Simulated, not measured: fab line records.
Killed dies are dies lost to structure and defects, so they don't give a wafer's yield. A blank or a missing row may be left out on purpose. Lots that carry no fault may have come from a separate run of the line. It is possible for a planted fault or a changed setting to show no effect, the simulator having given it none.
Tool commonality check + flow nand-harc + 39 wafers sampled across 12 lots

WHY IT WAS OPENED
On 1 of the 12 lots, a flag is raised at NHARC_P_GATE_CD_MEAS_46 on the reading cd-nm. No-fault wafers: 720.2 nm, standard deviation 1.6.
Rule: a lot is flagged in two cases, either no wafer of it has a number, or all its wafers with numbers fall more than 4 standard deviations from that mean. All remaining lots are regarded as sound.

| lot  | measured     | on        | cd-nm (nm), wafer by wafer          | flag    |
|------|--------------|-----------|-------------------------------------|---------|
| L966 | day 5 08:19  | cd-sem-01 | 719.6 717.9 718.7                   |         |
| L967 | day 5 21:05  | cd-sem-03 | 721.8 720.2 721.8                   |         |
| L968 | day 5 21:25  | cd-sem-03 | 719.7 719.8 718.1                   |         |
| L969 | day 6 05:07  | cd-sem-01 | 719.3 720.7 718.3                   |         |
| L970 | day 6 10:40  | cd-sem-03 | 720.8 718.8 722.1                   |         |
| L972 | day 6 21:28  | cd-sem-01 | 720.8 719.4 719.7                   |         |
| L973 | day 7 05:27  | cd-sem-02 | 720.1 719.9 718.0                   |         |
| L975 | day 7 19:48  | cd-sem-01 | 721.8 723.1 722.9                   |         |
| L978 | day 8 07:50  | cd-sem-02 | 718.9 718.5 720.6                   |         |
| L980 | day 8 23:55  | cd-sem-02 | 702.2 701.3 701.9 702.5 701.6 702.4 | FLAGGED |
| L987 | day 10 20:59 | cd-sem-01 | 720.3 716.8 719.4                   |         |
| L988 | day 11 03:33 | cd-sem-03 | 720.7 718.7 719.9                   |         |
On average the flagged lots' numbers are 702.0 nm, which is -18.2 nm against the usual, or -11 standard deviations.

TOOL THAT RAN EACH LOT
2 process steps preceding the reading are held in the record, out of 1159 steps in the route. Every cell lists first the tool, next ch and the chambers used by the sampled wafers, and last the start.
| lot  | flag    | NHARC_P_GATE_ETCHBACK_37                      | NHARC_P_GATE_EXPOSE_43            |
|------|---------|-----------------------------------------------|-----------------------------------|
| L966 |         | rie-diel-06 ch 0,2,3, day 5 08:10 or earlier  | krf-scanner-04 ch 0, day 5 08:10  |
| L967 |         | rie-diel-06 ch 2,3, day 5 20:56 or earlier    | krf-scanner-04 ch 0, day 5 20:56  |
| L968 |         | rie-diel-13 ch 0,1, day 5 21:15 or earlier    | krf-scanner-03 ch 0, day 5 21:15  |
| L969 |         | rie-diel-04 ch 0,1, day 6 04:57 or earlier    | krf-scanner-03 ch 0, day 6 04:57  |
| L970 |         | rie-diel-04 ch 0,2,3, day 6 10:31 or earlier  | krf-scanner-04 ch 0, day 6 10:31  |
| L972 |         | rie-diel-04 ch 0,1,2, day 6 21:18 or earlier  | krf-scanner-02 ch 0, day 6 21:18  |
| L973 |         | rie-diel-13 ch 1,2,3, day 7 05:18 or earlier  | krf-scanner-04 ch 0, day 7 05:18  |
| L975 |         | rie-diel-04 ch 0,1, day 7 19:39 or earlier    | krf-scanner-02 ch 0, day 7 19:39  |
| L978 |         | rie-diel-04 ch 2,3, day 8 07:40 or earlier    | krf-scanner-04 ch 0, day 8 07:40  |
| L980 | FLAGGED | rie-diel-06 ch 1,2, day 8 23:45 or earlier    | krf-scanner-04 ch 0, day 8 23:45  |
| L987 |         | rie-diel-04 ch 0,2,3, day 10 20:50 or earlier | krf-scanner-03 ch 0, day 10 20:50 |
| L988 |         | rie-diel-04 ch 0,2,3, day 11 03:24 or earlier | krf-scanner-03 ch 0, day 11 03:24 |
These steps, and what they do:
- NHARC_P_GATE_ETCHBACK_37: etches the open film in CHF3/O2, target depth 34.5 nm, time 17.2 s.
- NHARC_P_GATE_EXPOSE_43: exposes mask P NSD, target cd 720 nm.
- NHARC_P_GATE_CD_MEAS_46: target cd 720 nm.

FLAGGED OVER TOTAL, TOOL BY TOOL (the gauges that took the reading come last)
| step                     | tool           | lots run | flagged | share of the flagged lots | sound lots run after its first flagged lot |
|--------------------------|----------------|----------|---------|---------------------------|--------------------------------------------|
| NHARC_P_GATE_ETCHBACK_37 | rie-diel-04    | 7        | 0       | none                      | -                                          |
| NHARC_P_GATE_ETCHBACK_37 | rie-diel-06    | 3        | 1       | all                       | 0                                          |
| NHARC_P_GATE_ETCHBACK_37 | rie-diel-13    | 2        | 0       | none                      | -                                          |
| NHARC_P_GATE_EXPOSE_43   | krf-scanner-02 | 2        | 0       | none                      | -                                          |
| NHARC_P_GATE_EXPOSE_43   | krf-scanner-03 | 4        | 0       | none                      | -                                          |
| NHARC_P_GATE_EXPOSE_43   | krf-scanner-04 | 6        | 1       | all                       | 0                                          |
| NHARC_P_GATE_CD_MEAS_46  | cd-sem-01      | 5        | 0       | none                      | -                                          |
| NHARC_P_GATE_CD_MEAS_46  | cd-sem-02      | 3        | 1       | all                       | 0                                          |
| NHARC_P_GATE_CD_MEAS_46  | cd-sem-03      | 4        | 0       | none                      | -                                          |
With no start given for some of its lots, NHARC_P_GATE_ETCHBACK_37 uses the hours and lot order of NHARC_P_GATE_EXPOSE_43.

WHAT THE TABLE PERMITS
rie-diel-06 at NHARC_P_GATE_ETCHBACK_37, krf-scanner-04 at NHARC_P_GATE_EXPOSE_43 and cd-sem-02 at NHARC_P_GATE_CD_MEAS_46: these 3 rows of the table ran every flagged lot.
- rie-diel-06 at NHARC_P_GATE_ETCHBACK_37: 1 of its 3 lots flagged. A fault beginning between L967 (day 5 20:56), its last sound lot, and L980 (day 8 23:45), its first flagged one, fits the data.
- krf-scanner-04 at NHARC_P_GATE_EXPOSE_43: 1 of its 6 lots flagged. A fault beginning between L978 (day 8 07:40), its last sound lot, and L980 (day 8 23:45), its first flagged one, fits the data.
- cd-sem-02 at NHARC_P_GATE_CD_MEAS_46: 1 of its 3 lots flagged. A fault beginning between L978 (day 8 07:50), its last sound lot, and L980 (day 8 23:55), its first flagged one, fits the data.
These 3 tools cannot be told apart by counting lots, since each of them fits a fault that started at some hour. More lots, or a look at what each step does to the wafer, might.

WHAT THE SIMULATOR HAD INSERTED
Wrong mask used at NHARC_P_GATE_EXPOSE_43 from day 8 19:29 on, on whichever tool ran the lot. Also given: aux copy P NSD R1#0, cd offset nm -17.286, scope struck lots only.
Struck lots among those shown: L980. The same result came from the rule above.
